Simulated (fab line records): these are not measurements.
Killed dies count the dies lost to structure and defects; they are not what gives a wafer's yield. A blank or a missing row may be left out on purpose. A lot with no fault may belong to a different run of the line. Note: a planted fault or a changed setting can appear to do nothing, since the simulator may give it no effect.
fab line records	flow nand_harc
record lots=7	wafers=21	last_day=32
route steps=1302 shown A_CHANNEL_FILL_D2@620 END@1302
lots untouched by any fault: they come from a run of this same line in which no faults occurred
start_h: the number of hours between the record's first day and the start of the first shown wafer of the lot	wait_h: hours from the lot's prior step to this one	" same as the row above	L1.1+2: a row that stands for several wafers	- either no value or no given start	* or withheld: withheld	< > ~ a bound
route shown NAME@n: NAME is a module with steps in the file, n the number in the route of the first one	usual: average and standard deviation across the fault-free wafers	same: alike in all rows	chamber/n: place in a boat	sites: per-site readings	_std_site: standard deviation across them	_edge_site: the outer-site mean with the inner-site mean subtracted	radius_mm: how far each site lies from the wafer's centre	mask NAME#n: copy n	behind: the tool/chamber that last shaped the wafer	hold: cause of the lot's hold/its duration in hours/its outcome	device: the transistor (n, p or np) that didn't switch	end of line: the same wafers' tests at the end of the route	where a step has no rows: the recipe by itself	killed: dies lost to structure and defects at the first sort, not the wafer's yield	map: a wafer's dies, marking killed ones x, the rest . and places with no die _
set.NAME: setting as actually run; set.NAME@STEP: the setting as run at that earlier step	model.NAME: the simulator's own value behind a step, which no gauge read
a table for each step, a row for each wafer; lots at some steps of the route
services: a tool's chamber out of use, with start hour (start_h, from the record's first day; less than 0 if before it), hours out, and reason
## steps
# step NHARC_A_CHANNEL_FILL_D2_ETCHBACK_20
# recipe target_depth_a=270	time_s=13.5	c4f8_flow_sccm=withheld	o2_flow_sccm=8	ar_flow_sccm=withheld	rf_w=600	bias_w=1500	chemistry=C4F8/O2/Ar
# usual oes_product_au=0.987/0.024	rf_vpp_V=980/5.3
lot.wafer	tool	chamber	start_h	wait_h	oes_product_au	rf_hours_counter_h	rf_vpp_V
L569.2	rie_diel-05	2	330.10	-	0.982	2	983
L569.4	"	3	"	"	0.980	2	985
L569.1	"	0	"	"	0.979	2	985
L571.2	rie_diel-05	3	368.79	-	0.987	3	984
L571.1	"	1	"	"	0.972	3	981
L571.6	"	2	"	"	0.978	-	985
L573.2	rie_diel-13	2	386.83	-	1.006	4	972
L573.1	"	3	"	"	1.003	5	971
L573.5	"	1	"	"	0.984	-	970
L574.1	rie_diel-06	3	401.17	-	1.013	3	980
L574.3	"	2	"	"	1.004	3	984
L574.5	"	0	"	"	0.989	-	972
L575.1	rie_diel-05	1	401.18	-	0.994	4	980
L575.3	"	0	"	"	0.983	3	984
L575.6	"	3	"	"	0.995	-	984
L582.1	rie_diel-06	3	470.67	-	1.004	5	981
L582.5	"	1	"	"	0.995	-	974
L582.6	"	2	"	"	0.998	-	982
L587.2	rie_diel-06	3	516.28	-	1.012	0	981
L587.4	"	0	"	"	1.003	0	972
L587.5	"	2	"	"	0.997	-	983
# step NHARC_A_CHANNEL_FILL_D2_STRIP_28
# recipe time_s=20	o2_flow_sccm=500	ar_flow_sccm=0	bias_w=0	chemistry=O2
# usual drypump_motor_current_A=5.8/0.36	oes_product_au=0.999/0.011	rf_vpp_V=57.9/0.83	showerhead_plenum_p_Torr=3.57/0.13	throttle_valve_pct=17.037/0.0086
lot.wafer	tool	chamber	start_h	wait_h	drypump_motor_current_A	oes_product_au	rf_hours_counter_h	rf_vpp_V	showerhead_plenum_p_Torr	throttle_valve_pct
L569.1	rie_diel-05	2	330.19	0.1	5.1	0.994	2	57.6	3.68	17.042
L569.2	"	0	"	"	6.1	0.977	2	57.0	3.68	17.052
L569.4	"	1	"	"	5.7	0.990	2	57.5	3.58	17.049
L571.1	rie_diel-05	1	368.87	0.1	5.7	0.982	3	57.5	3.57	17.050
L571.2	"	2	"	"	5.1	0.986	3	57.0	3.68	17.043
L571.6	"	2	"	"	5.1	0.982	-	57.9	3.68	17.027
L573.1	rie_diel-13	3	386.91	0.1	5.2	1.007	5	57.6	3.37	17.028
L573.2	"	1	"	"	5.2	0.985	3	56.6	3.32	17.037
L573.5	"	3	"	"	5.2	1.010	-	57.0	3.37	17.048
L574.1	rie_diel-06	2	401.26	0.1	6.0	1.008	3	58.2	3.66	17.049
L574.3	"	3	"	"	5.4	1.019	3	58.7	3.62	17.019
L574.5	"	2	"	"	6.0	1.000	-	57.0	3.66	17.032
L575.3	rie_diel-05	0	401.29	0.1	6.1	0.990	3	58.0	3.68	17.018
L575.1	"	1	"	"	5.7	0.976	4	57.5	3.57	17.036
L575.6	"	0	"	"	6.1	0.997	-	58.7	3.68	17.040
L582.1	rie_diel-06	1	470.74	0.1	6.0	1.001	5	58.4	3.43	17.040
L582.6	"	1	"	"	6.0	1.010	-	57.7	3.43	17.046
L582.5	"	2	"	"	6.0	1.002	-	56.9	3.65	17.033
L587.4	rie_diel-06	0	516.43	0.1	5.7	1.000	0	58.6	3.37	17.037
L587.2	"	1	"	"	6.0	0.996	0	58.0	3.43	17.021
L587.5	"	0	"	"	5.8	1.001	-	57.1	3.37	17.031
# step NHARC_A_CHANNEL_FILL_D2_PRECLEAN_21
# recipe time_s=30	chemistry=dHF
# step NHARC_A_CHANNEL_FILL_D2_SRD_23
# step NHARC_A_CHANNEL_FILL_D2_CVD_05
# recipe target_thk_a=50	temp_c=550	material=poly-Si
# step NHARC_A_CHANNEL_FILL_D2_ANNEAL_22
# recipe temp_c=620	time_s=7200
# step NHARC_A_CHANNEL_FILL_D2_ALD_25
# recipe target_thk_a=600	pulse_time_s=10	ald_cycles=600	temp_c=300	material=SiOx
# usual heater_power_w=485/52	precursor_pulse_height_rel=1.000/0.018
lot.wafer	tool	chamber	start_h	wait_h	heater_power_w	precursor_pulse_height_rel
L569.1	ald_hk-04	3	341.40	0.1	494	1.003
L569.2	"	0	342.63	1.3	480	0.995
L569.4	"	1	343.87	2.5	459	1.010
L571.1	ald_hk-04	0	380.59	0.1	495	0.982
L571.2	"	2	381.82	1.3	443	0.993
L571.6	"	1	383.67	3.1	464	1.033
L573.1	ald_hk-02	3	401.10	0.1	409	0.992
L573.2	"	2	402.94	1.9	505	1.020
L573.5	"	0	404.17	3.1	413	0.980
L574.1	ald_hk-03	2	415.27	0.1	528	1.014
L574.3	"	3	"	"	573	0.996
L574.5	"	2	417.70	2.5	515	1.024
L575.3	ald_hk-02	2	417.77	2.6	486	1.002
L575.1	"	3	"	"	410	0.991
L575.6	"	1	419.62	4.4	510	1.017
L582.1	ald_hk-03	3	486.17	0.1	572	0.984
L582.5	"	3	488.64	2.5	570	0.983
L582.6	"	0	"	"	478	0.994
L587.4	ald_hk-04	0	528.86	0.7	507	1.008
L587.2	"	1	"	"	457	0.999
L587.5	"	0	531.32	3.1	514	1.032
# step NHARC_A_CHANNEL_FILL_D2_ETCHBACK_08
# recipe target_depth_a=2200	time_s=110	c4f8_flow_sccm=20	ar_flow_sccm=withheld	rf_w=600	bias_w=300	chemistry=C4F8
# usual oes_product_au=0.97/0.037	rf_vpp_V=441.4/2.5
lot.wafer	tool	chamber	start_h	wait_h	oes_product_au	rf_hours_counter_h	rf_vpp_V
L569.1	rie_diel-05	2	-	-	0.92	2.3	443.5
L569.2	"	3	"	"	0.92	2.4	444.8
L569.4	"	0	"	"	0.92	2.3	443.2
L571.1	rie_diel-06	1	-	-	0.99	1.7	436.6
L571.2	"	2	"	"	1.01	1.7	444.7
L571.6	"	3	"	"	1.02	-	440.4
L573.2	rie_diel-06	3	-	-	1.01	3.1	441.5
L573.1	"	0	"	"	0.99	3.4	437.3
L573.5	"	2	"	"	0.99	-	441.8
L574.1	rie_diel-05	0	-	-	1.00	0.1	442.9
L574.3	"	3	"	"	0.98	0.1	443.7
L574.5	"	1	"	"	0.99	-	442.2
L575.3	rie_diel-13	2	-	-	1.01	10.2	436.7
L575.1	"	3	"	"	1.02	10.8	437.9
L575.6	"	1	"	"	0.99	-	436.9
L582.1	rie_diel-05	2	-	-	0.96	1.9	443.4
L582.6	"	0	"	"	0.97	-	443.7
L582.5	"	1	"	"	0.99	-	442.1
L587.4	rie_diel-05	2	-	-	0.99	3.2	443.8
L587.2	"	3	"	"	0.99	3.8	443.5
L587.5	"	1	"	"	1.00	-	439.9
# step NHARC_A_CHANNEL_FILL_D2_STRIP_29
# recipe time_s=20	o2_flow_sccm=500	ar_flow_sccm=0	bias_w=0	chemistry=O2
# usual drypump_motor_current_A=5.7/0.34	oes_product_au=1.000/0.01	rf_vpp_V=57.8/0.88	showerhead_plenum_p_Torr=3.56/0.13	throttle_valve_pct=17.037/0.0098
lot.wafer	tool	chamber	start_h	wait_h	drypump_motor_current_A	oes_product_au	rf_hours_counter_h	rf_vpp_V	showerhead_plenum_p_Torr	throttle_valve_pct
L569.4	rie_diel-05	1	-	-	5.7	0.988	2.2	58.3	3.58	17.045
L569.2	"	3	"	"	5.9	0.990	2.5	56.9	3.68	17.026
L569.1	"	0	"	"	6.1	0.995	2.4	60.0	3.68	17.025
L571.2	rie_diel-06	1	-	-	5.9	0.994	1.8	57.1	3.43	17.051
L571.1	"	2	"	"	6.0	1.009	1.7	59.0	3.66	17.045
L571.6	"	0	"	"	5.7	0.990	-	56.9	3.37	17.044
L573.1	rie_diel-06	3	-	-	5.4	1.024	3.1	56.5	3.62	17.042
L573.2	"	1	"	"	5.9	1.005	2.6	57.6	3.43	17.031
L573.5	"	0	"	"	5.8	0.999	-	57.2	3.37	17.020
L574.1	rie_diel-05	0	-	-	6.1	0.986	0.2	59.6	3.68	17.023
L574.3	"	1	"	"	5.7	0.994	0.2	58.0	3.57	17.030
L574.5	"	2	"	"	5.1	0.987	-	58.2	3.68	17.061
L575.3	rie_diel-13	1	-	-	5.2	0.979	10.0	58.3	3.32	17.029
L575.1	"	3	"	"	5.2	1.002	10.8	58.0	3.37	17.047
L575.6	"	1	"	"	5.2	0.978	-	57.7	3.32	17.029
L582.1	rie_diel-05	3	-	-	6.0	0.985	2.8	58.0	3.68	17.040
L582.5	"	3	"	"	6.0	0.984	-	57.5	3.68	17.044
L582.6	"	0	"	"	6.1	0.990	-	59.3	3.68	17.037
L587.2	rie_diel-05	3	-	-	6.0	0.979	3.8	57.8	3.68	17.025
L587.4	"	2	"	"	5.1	1.006	3.2	57.2	3.68	17.039
L587.5	"	0	"	"	6.1	0.996	-	57.4	3.68	17.033
# step NHARC_A_CHANNEL_FILL_D2_PRECLEAN_30
# recipe time_s=30	chemistry=dHF
# step NHARC_A_CHANNEL_FILL_D2_SRD_31
# step NHARC_A_CHANNEL_FILL_D2_CVD_09
# recipe target_thk_a=1500	temp_c=620	pressure_mtorr=200	time_s=3000	material=poly-Si
# usual pressure_mtorr=200.0/0.43	run_length_s=3001.3/0.4	spike_tc_bottom_C=639.0/2.1	zone_power_bottom_pct=12.0/0.91	zone_power_lower_pct=9.1/0.85	zone_power_upper_pct=9.1/1.3
lot.wafer	tool	chamber	start_h	wait_h	pressure_mtorr	run_length_s	spike_tc_bottom_C	zone_power_bottom_pct	zone_power_lower_pct	zone_power_upper_pct
L569.1	lpcvd_poly-01	0	353.40	2.4	200.0	3001.6	640.0	13.2	8.6	11.8
L569.2	"	0	"	"	200.3	3001.6	639.3	13.4	8.5	11.7
L569.4	"	0	"	"	200.0	3001.6	641.0	13.5	8.7	11.4
L571.1	lpcvd_poly-04	0	388.75	2.3	200.1	3001.5	637.9	11.1	8.2	8.7
L571.2	"	0	"	"	200.1	3001.5	636.5	11.1	8.4	8.6
L571.6	"	0	"	"	200.0	3001.5	635.8	11.3	8.4	8.7
L573.1	lpcvd_poly-01	-	409.35	2.4	-	-	-	-	-	-
L573.2	"	-	"	"	-	-	-	-	-	-
L573.5	"	-	"	"	-	-	-	-	-	-
L574.1	lpcvd_poly-04	-	423.38	2.3	-	-	-	-	-	-
L574.3	"	-	"	"	-	-	-	-	-	-
L574.5	"	-	"	"	-	-	-	-	-	-
L575.1	lpcvd_poly-04	-	423.38	0.4	-	-	-	-	-	-
L575.3	"	-	"	"	-	-	-	-	-	-
L575.6	"	-	"	"	-	-	-	-	-	-
L582.1	lpcvd_poly-03	0	494.27	2.3	199.2	3000.6	641.6	12.1	10.1	8.3
L582.5	"	0	"	"	200.1	3000.6	639.2	12.3	10.0	8.2
L582.6	"	0	"	"	199.7	3000.6	641.1	12.1	10.1	8.1
L587.2	lpcvd_poly-03	0	536.34	2.3	199.9	3000.5	642.7	12.2	10.0	8.4
L587.4	"	0	"	"	199.3	3000.5	640.3	12.1	10.1	8.2
L587.5	"	0	"	"	200.0	3000.5	641.4	12.4	10.1	8.2
# step NHARC_A_CHANNEL_FILL_D2_CMP_10
# recipe target_thk_nm=150
# usual motor_current_A=11.7/0.96	retaining_ring_pressure_frac=1.000/0.0049	time_to_endpoint_s=15.0/2.3
lot.wafer	tool	chamber	start_h	wait_h	motor_current_A	retaining_ring_pressure_frac	time_to_endpoint_s
L569.4	cmp-04	0	356.65	0.4	11.6	1.011	18.3
L569.1	"	1	"	"	11.1	1.002	13.0
L569.2	"	2	"	"	9.4	0.999	16.7
L571.1	cmp-02	1	391.99	0.4	12.3	1.002	13.6
L571.2	"	3	"	"	11.6	0.996	14.0
L571.6	"	2	"	"	11.4	1.005	18.7
L573.1	cmp-01	2	412.58	0.4	11.5	1.005	6.4
L573.2	"	3	"	"	11.5	1.005	3.1
L573.5	"	3	"	"	12.0	0.994	5.7
L574.1	cmp-01	0	426.61	0.4	12.4	1.004	3.1
L574.3	"	1	"	"	12.0	0.997	5.8
L574.5	"	0	"	"	13.2	1.010	2.4
L575.1	cmp-02	1	426.61	0.4	11.9	0.995	2.8
L575.3	"	3	"	"	11.6	1.000	4.0
L575.6	"	0	"	"	13.6	1.003	3.2
L582.1	cmp-01	0	497.49	0.4	12.0	0.996	14.1
L582.5	"	0	"	"	12.0	1.003	13.9
L582.6	"	1	"	"	11.2	1.005	16.6
L587.2	cmp-01	1	539.55	0.4	11.9	1.006	16.4
L587.4	"	3	"	"	11.9	0.997	16.2
L587.5	"	0	"	"	12.1	0.996	12.4
# step NHARC_END_SORT_01
# recipe temp_c=25
# usual killed_at_array=53/20	killed_at_other=1/1.2	killed_at_periphery=3.7/2.6	killed_dies=58/20	killed_open=3.5/1.8	killed_short=2.4/1.7
# same gross_dies=677
lot.wafer	tool	chamber	start_h	wait_h	killed_at_array	killed_at_other	killed_at_periphery	killed_dies	killed_open	killed_short
L573.1	prober-02	0	621.10	2.5	674	0	3	677	5	1
L573.2	prober-02	0	621.89	2.8	675	2	0	677	2	2
L573.5	prober-02	0	624.27	3.7	672	1	4	677	2	1
L574.1	prober-01	0	645.61	2.5	665	2	10	677	5	1
L574.3	prober-01	0	647.20	3.1	673	1	3	677	4	6
L574.5	prober-01	0	648.80	3.7	672	0	5	677	6	3
L575.1	prober-02	0	645.66	2.5	676	0	1	677	0	4
L575.3	prober-02	0	647.24	3.1	674	1	2	677	4	1
L575.6	prober-02	0	649.60	3.9	677	0	0	677	0	5
# killed by level:class
L573.1 A_CHANNEL_FILL_D2:area_cvd=633 A_CHANNEL_HOLE_D2:chamber_film_flake=15 A_STAIRCASE:chamber_film_flake=9 A_CHANNEL_HOLE_D1:chamber_film_flake=4 A_CONTACT:chamber_film_flake=3 A_M0:geometric_particle:open=2 A_SLIT:chamber_film_flake=2 A_WL_FILL:chamber_film_flake=2
L573.2 A_CHANNEL_FILL_D2:area_cvd=654 A_STAIRCASE:chamber_film_flake=9 A_CHANNEL_HOLE_D2:chamber_film_flake=4 A_CHANNEL_HOLE_D1:chamber_film_flake=2 THIN_TSV:chamber_film_flake=2 A_CHANNEL_FILL_D1:geometric_particle:short=1 A_SGD_CUT:geometric_particle:short=1 A_CONTACT:geometric_particle:open=1
L573.5 A_CHANNEL_FILL_D2:area_cvd=640 A_CHANNEL_HOLE_D2:chamber_film_flake=12 A_STAIRCASE:chamber_film_flake=11 A_CHANNEL_HOLE_D1:chamber_film_flake=3 P_GATE:chamber_film_flake=2 A_WL_FILL:chamber_film_flake=2 A_CONTACT:chamber_film_flake=2 P_M0:geometric_particle:open=1
L574.1 A_CHANNEL_FILL_D2:area_cvd=636 A_SLIT:chamber_film_flake=11 A_CHANNEL_HOLE_D2:chamber_film_flake=9 P_STI:chamber_film_flake=5 A_STAIRCASE:chamber_film_flake=3 A_CHANNEL_HOLE_D1:chamber_film_flake=2 THIN_TSV:chamber_film_flake=2 P_CONTACT:geometric_particle:open=1
L575.1 A_CHANNEL_FILL_D2:area_cvd=598 A_CHANNEL_HOLE_D1:chamber_film_flake=34 A_CHANNEL_HOLE_D2:chamber_film_flake=33 A_CONTACT:chamber_film_flake=3 A_STAIRCASE:chamber_film_flake=2 A_ONON_D1:geometric_particle:short=1 A_CHANNEL_FILL_D1:geometric_particle:short=1 A_CHANNEL_HOLE_D2:geometric_particle:short=1
L574.3 A_CHANNEL_FILL_D2:area_cvd=613 A_SLIT:chamber_film_flake=30 A_CHANNEL_HOLE_D2:chamber_film_flake=8 A_DECK1_JOINT:geometric_particle:short=3 A_CHANNEL_HOLE_D1:chamber_film_flake=3 A_CHANNEL_FILL_D2:chamber_film_flake=3 A_STAIRCASE:chamber_film_flake=3 A_CONTACT:chamber_film_flake=3
L575.3 A_CHANNEL_FILL_D2:area_cvd=606 A_CHANNEL_HOLE_D2:chamber_film_flake=30 A_CHANNEL_HOLE_D1:chamber_film_flake=26 A_STAIRCASE:chamber_film_flake=4 A_CONTACT:chamber_film_flake=4 A_CHANNEL_FILL_D1:geometric_particle:open=2 P_M0:geometric_particle:open=1 A_CHANNEL_HOLE_D1:geometric_particle:open=1
L574.5 A_CHANNEL_FILL_D2:area_cvd=615 A_SLIT:chamber_film_flake=27 A_CHANNEL_HOLE_D2:chamber_film_flake=16 P_STI:chamber_film_flake=2 A_CHANNEL_HOLE_D1:chamber_film_flake=2 A_STAIRCASE:chamber_film_flake=2 P_CONTACT:geometric_particle:open=1 P_M0:geometric_particle:open=1
L575.6 A_CHANNEL_FILL_D2:area_cvd=593 A_CHANNEL_HOLE_D1:chamber_film_flake=38 A_CHANNEL_HOLE_D2:chamber_film_flake=33 A_ONON_D2:geometric_particle:short=4 A_STAIRCASE:chamber_film_flake=3 A_CONTACT:chamber_film_flake=2 A_CHANNEL_HOLE_D1:geometric_particle:short=1 A_SLIT:chamber_film_flake=1
# map L573.1 (x killed, . not)
____________x____________
_________xxxxxxx_________
_______xxxxxxxxxxx_______
______xxxxxxxxxxxxx______
_____xxxxxxxxxxxxxxx_____
____xxxxxxxxxxxxxxxxx____
____xxxxxxxxxxxxxxxxx____
___xxxxxxxxxxxxxxxxxxx___
___xxxxxxxxxxxxxxxxxxx___
__xxxxxxxxxxxxxxxxxxxxx__
__xxxxxxxxxxxxxxxxxxxxx__
_xxxxxxxxxxxxxxxxxxxxxxx_
_xxxxxxxxxxxxxxxxxxxxxxx_
_xxxxxxxxxxxxxxxxxxxxxxx_
_xxxxxxxxxxxxxxxxxxxxxxx_
_xxxxxxxxxxxxxxxxxxxxxxx_
xxxxxxxxxxxxxxxxxxxxxxxxx
xxxxxxxxxxxxxxxxxxxxxxxxx
xxxxxxxxxxxxxxxxxxxxxxxxx
xxxxxxxxxxxxxxxxxxxxxxxxx
xxxxxxxxxxxxxxxxxxxxxxxxx
_xxxxxxxxxxxxxxxxxxxxxxx_
_xxxxxxxxxxxxxxxxxxxxxxx_
_xxxxxxxxxxxxxxxxxxxxxxx_
_xxxxxxxxxxxxxxxxxxxxxxx_
_xxxxxxxxxxxxxxxxxxxxxxx_
__xxxxxxxxxxxxxxxxxxxxx__
__xxxxxxxxxxxxxxxxxxxxx__
___xxxxxxxxxxxxxxxxxxx___
___xxxxxxxxxxxxxxxxxxx___
____xxxxxxxxxxxxxxxxx____
____xxxxxxxxxxxxxxxxx____
_____xxxxxxxxxxxxxxx_____
______xxxxxxxxxxxxx______
_______xxxxxxxxxxx_______
_________xxxxxxx_________
____________x____________
# map L574.1 (x killed, . not)
____________x____________
_________xxxxxxx_________
_______xxxxxxxxxxx_______
______xxxxxxxxxxxxx______
_____xxxxxxxxxxxxxxx_____
____xxxxxxxxxxxxxxxxx____
____xxxxxxxxxxxxxxxxx____
___xxxxxxxxxxxxxxxxxxx___
___xxxxxxxxxxxxxxxxxxx___
__xxxxxxxxxxxxxxxxxxxxx__
__xxxxxxxxxxxxxxxxxxxxx__
_xxxxxxxxxxxxxxxxxxxxxxx_
_xxxxxxxxxxxxxxxxxxxxxxx_
_xxxxxxxxxxxxxxxxxxxxxxx_
_xxxxxxxxxxxxxxxxxxxxxxx_
_xxxxxxxxxxxxxxxxxxxxxxx_
xxxxxxxxxxxxxxxxxxxxxxxxx
xxxxxxxxxxxxxxxxxxxxxxxxx
xxxxxxxxxxxxxxxxxxxxxxxxx
xxxxxxxxxxxxxxxxxxxxxxxxx
xxxxxxxxxxxxxxxxxxxxxxxxx
_xxxxxxxxxxxxxxxxxxxxxxx_
_xxxxxxxxxxxxxxxxxxxxxxx_
_xxxxxxxxxxxxxxxxxxxxxxx_
_xxxxxxxxxxxxxxxxxxxxxxx_
_xxxxxxxxxxxxxxxxxxxxxxx_
__xxxxxxxxxxxxxxxxxxxxx__
__xxxxxxxxxxxxxxxxxxxxx__
___xxxxxxxxxxxxxxxxxxx___
___xxxxxxxxxxxxxxxxxxx___
____xxxxxxxxxxxxxxxxx____
____xxxxxxxxxxxxxxxxx____
_____xxxxxxxxxxxxxxx_____
______xxxxxxxxxxxxx______
_______xxxxxxxxxxx_______
_________xxxxxxx_________
____________x____________
## services
tool	chamber	start_h	hours	kind
rie_diel-06	-	307.20	9.0	pm
rie_diel-06	3	329.27	9.6	repair
rie_diel-13	1	335.33	21.1	repair
rie_diel-06	1	337.95	5.8	repair
rie_diel-13	-	342.50	9.0	pm
rie_diel-06	3	361.37	4.6	repair
cmp-01	-	375.28	2.6	repair
cmp-01	-	381.52	4.0	pm
rie_diel-06	1	387.29	5.1	repair
rie_diel-05	2	388.10	14.7	repair
rie_diel-05	0	390.17	9.9	repair
rie_diel-05	1	396.75	3.3	repair
rie_diel-05	-	406.60	9.0	pm
rie_diel-13	1	425.67	4.8	repair
cmp-01	-	433.38	2.4	repair
rie_diel-05	1	437.71	23.1	repair
rie_diel-05	2	442.72	6.1	repair
cmp-01	-	459.02	1.3	repair
cmp-01	-	471.99	0.7	repair
cmp-01	-	479.52	4.0	pm
rie_diel-06	-	484.20	9.0	pm
rie_diel-13	2	515.42	8.9	repair
rie_diel-05	1	524.30	3.1	repair
rie_diel-06	2	535.45	16.6	repair
## key
first_sign step=NHARC_A_CHANNEL_FILL_D2_CVD_09	reading=tool_record	direction=missing
effect step=NHARC_A_CHANNEL_FILL_D2_CMP_10	reading=time_to_endpoint_s	direction=down	sigmas=4.8	usual=*	struck=*
effect step=NHARC_END_SORT_01	reading=killed_at_array	direction=up	sigmas=32	usual=53	struck=673
more_kills_born_at NHARC_A_CHANNEL_FILL_D2_CVD_09@lpcvd_poly-04=3659	NHARC_A_CHANNEL_FILL_D2_CVD_09@lpcvd_poly-01=1927
met_at NHARC_A_CHANNEL_FILL_D2_CVD_09
struck_wafers L573.1,L573.2,L573.5,L574.1,L574.3,L574.5,L575.1,L575.3,L575.6
later_rows_left_out L573.1,L573.2,L573.5,L574.1,L574.3,L574.5,L575.1,L575.3,L575.6
tester_left_out L573,L574,L575
onset_between 388.75 409.35
fault kind=skipped_step_whole	tool=lpcvd_poly-01,lpcvd_poly-04	chamber=-	onset_h=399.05	steps=NHARC_A_CHANNEL_FILL_D2_CVD_09	scope=struck_lots_only
# tester_left_out: of these lots the tester's yield and bins aren't shown, on N5 and GAA mostly nor the transistor test; their killed dies are dies lost to structure and defects alone, not to doping, threshold or leakage, so they don't give the yield
# later_rows_left_out: the simulator's readings of these wafers behind a module that went badly wrong aren't trusted and aren't shown, but for the sort
